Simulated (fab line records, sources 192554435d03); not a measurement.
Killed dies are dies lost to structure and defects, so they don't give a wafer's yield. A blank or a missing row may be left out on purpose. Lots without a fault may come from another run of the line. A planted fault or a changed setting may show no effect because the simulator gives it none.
Which tool did it? | flow n5_finfet | 9 lots, 26 wafers sampled, at 4 steps of a route of 1938

WHAT THE GAUGES READ, wafer by wafer
N5_BEOL_M4_RC_MEAS_101.
lot  | measured     | on        | RC_DENSE_N (ohm.um)
L900 | day 7 17:38  | prober-01 | 18.9 19.1 18.3
L901 | day 8 04:54  | prober-01 | 19.0 18.8 19.4
L902 | day 9 00:26  | prober-01 | 18.7 19.1 19.0
L908 | day 10 06:51 | prober-02 | 26.9 24.9
L914 | day 11 14:25 | prober-01 | 18.7 18.6 18.4
L919 | day 13 00:23 | prober-01 | 18.3 18.3 19.0
L920 | day 13 21:21 | prober-02 | 18.8 18.9 18.6
L922 | day 13 21:41 | prober-01 | 18.5 18.7 19.2
L923 | day 14 04:16 | prober-02 | 18.6 18.6 19.2

WHICH TOOL RAN EACH LOT (tool, then ch and the chambers of the sampled wafers, then the start)
lot  | N5_GATE_CUT_CMP_23            | N5_MOL_CONTACT_COAG_CONTACT_ETCH_14 | N5_MOL_CONTACT_COAG_ETCH_110
L900 | cmp-03 ch 0,3, day 4 18:50    | rie_diel-05 ch 1,2, day 4 20:50     | rie_diel-05 ch 1,2, day 4 20:55
L901 | cmp-04 ch 0,2,3, day 5 03:25  | rie_diel-01 ch 2,3, day 5 04:59     | rie_diel-01 ch 2,3, day 5 05:04
L902 | cmp-04 ch 0,1,2, day 5 17:16  | rie_diel-01 ch 0,2,3, day 5 18:53   | rie_diel-01 ch 0,2,3, day 5 18:59
L908 | cmp-04 ch 2, day 6 18:27      | rie_diel-01 ch 0,3, day 6 20:04     | rie_diel-01 ch 0,3, day 6 20:09
L914 | cmp-01 ch 0,1, day 8 01:31    | rie_diel-06 ch 0,1,2, day 8 03:09   | rie_diel-06 ch 0,1,2, day 8 03:14
L919 | cmp-04 ch 1,2,3, day 9 12:21  | rie_diel-06 ch 0,2,3, day 9 14:16   | rie_diel-06 ch 0,2,3, day 9 14:22
L920 | cmp-03 ch 1,2,3, day 9 22:58  | rie_diel-05 ch 0,1, day 10 01:15    | rie_diel-05 ch 0,1, day 10 01:21
L922 | cmp-03 ch 0,2, day 10 04:29   | rie_diel-01 ch 0,1,2, day 10 06:05  | rie_diel-01 ch 0,1,2, day 10 06:11
L923 | cmp-01 ch 0,1,2, day 10 09:19 | rie_diel-06 ch 0,2, day 10 10:56    | rie_diel-06 ch 0,2, day 10 11:01
- N5_GATE_CUT_CMP_23: polishes, stops on SiO2, t overpolish 23.4 s, target thk 16 nm.
- N5_MOL_CONTACT_COAG_CONTACT_ETCH_14: etches SiO2 in C4F6/O2, target depth 27.5 nm, overetch 8.5 nm, time 20 s.
- N5_MOL_CONTACT_COAG_ETCH_110: etches Si in CF4/O2, target depth 2.5 nm, time 8 s.

THE ANSWER, worked out from the rows above alone
Rule: what is usual is taken from the lots themselves. Put in order of their means at a reading, lots are off if they are a third of the lots or fewer, leave a main group of 4 or more, and stand apart from it by a gap of 3 or more times the standard deviation of the main group's means; of several such gaps the widest counts. A main group whose means are all the same, to the digits that the tables above print for the reading, isn't used. A lot without any number at a reading at which 4 lots or more have one is off too. The other lots that the step has rows for count as sound.
Off: L908, at N5_BEOL_M4_RC_MEAS_101 (RC_DENSE_N). The main group: mean 18.8 ohm.um, standard deviation 0.16.
A tool fits if, at a process step before that reading, it ran every lot that is off, and no sound lot after the first of them. The gauges at N5_BEOL_M4_RC_MEAS_101 are tried like those tools. None of those tried fits.

WHAT THE SIMULATOR HAD PUT IN
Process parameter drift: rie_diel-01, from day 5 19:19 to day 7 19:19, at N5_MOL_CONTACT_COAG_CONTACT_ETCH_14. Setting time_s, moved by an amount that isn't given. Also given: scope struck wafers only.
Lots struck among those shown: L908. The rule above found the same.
